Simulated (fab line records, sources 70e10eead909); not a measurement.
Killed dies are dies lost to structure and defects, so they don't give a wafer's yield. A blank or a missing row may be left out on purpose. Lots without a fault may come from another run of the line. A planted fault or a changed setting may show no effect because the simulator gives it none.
Chamber matching | flow nand_harc | NHARC_P_BONDPAD_ACTIVATE_29 on rie_diel-01: 4 sister chambers
The step chemistry N2, time 60 s. 4 wafers are shown with their chamber, then 12 later ones without.

WAFERS WITH THEIR CHAMBER
wafer  | chamber | showerhead_plenum_p_Torr (Torr)
L083.6 | 0       | 1.89
L083.3 | 1       | 1.77
L086.5 | 3       | 1.65
L086.6 | 2       | 1.75

WAFERS WITHOUT THEIR CHAMBER
wafer  | showerhead_plenum_p_Torr (Torr)
L088.2 | 1.77
L088.5 | 1.77
L088.6 | 1.75
L090.1 | 1.64
L090.2 | 1.89
L090.4 | 1.75
L096.1 | 1.64
L096.3 | 1.75
L096.5 | 1.64
L096.2 | 1.77
L096.4 | 1.89
L096.6 | 1.89

WHICH CHAMBER EACH WENT THROUGH
wafer  | from the rows above | in truth
L088.2 | 1                   | 1
L088.5 | 1                   | 1
L088.6 | 2                   | 2
L090.1 | 3                   | 3
L090.2 | 0                   | 0
L090.4 | 2                   | 2
L096.1 | 3                   | 3
L096.3 | 2                   | 2
L096.5 | 3                   | 3
L096.2 | 1                   | 1
L096.4 | 0                   | 0
L096.6 | 0                   | 0
Placed correctly: 12 of 12. Can't be placed from these rows: 0. Placed wrongly: 0.
How it was worked out, from the rows above alone: a wafer's distance from a chamber is the root of the sum, over the readings, of the square of ((its reading less the chamber's mean) divided by the reading's scatter). The wafer belongs to the nearest chamber; if the next one is less than 2 further off, it can't be placed. A chamber's mean is the mean of its shown wafers. The scatter: with one shown wafer a chamber, the root of the mean of the squares of how far each hidden wafer lies from its nearest shown one.
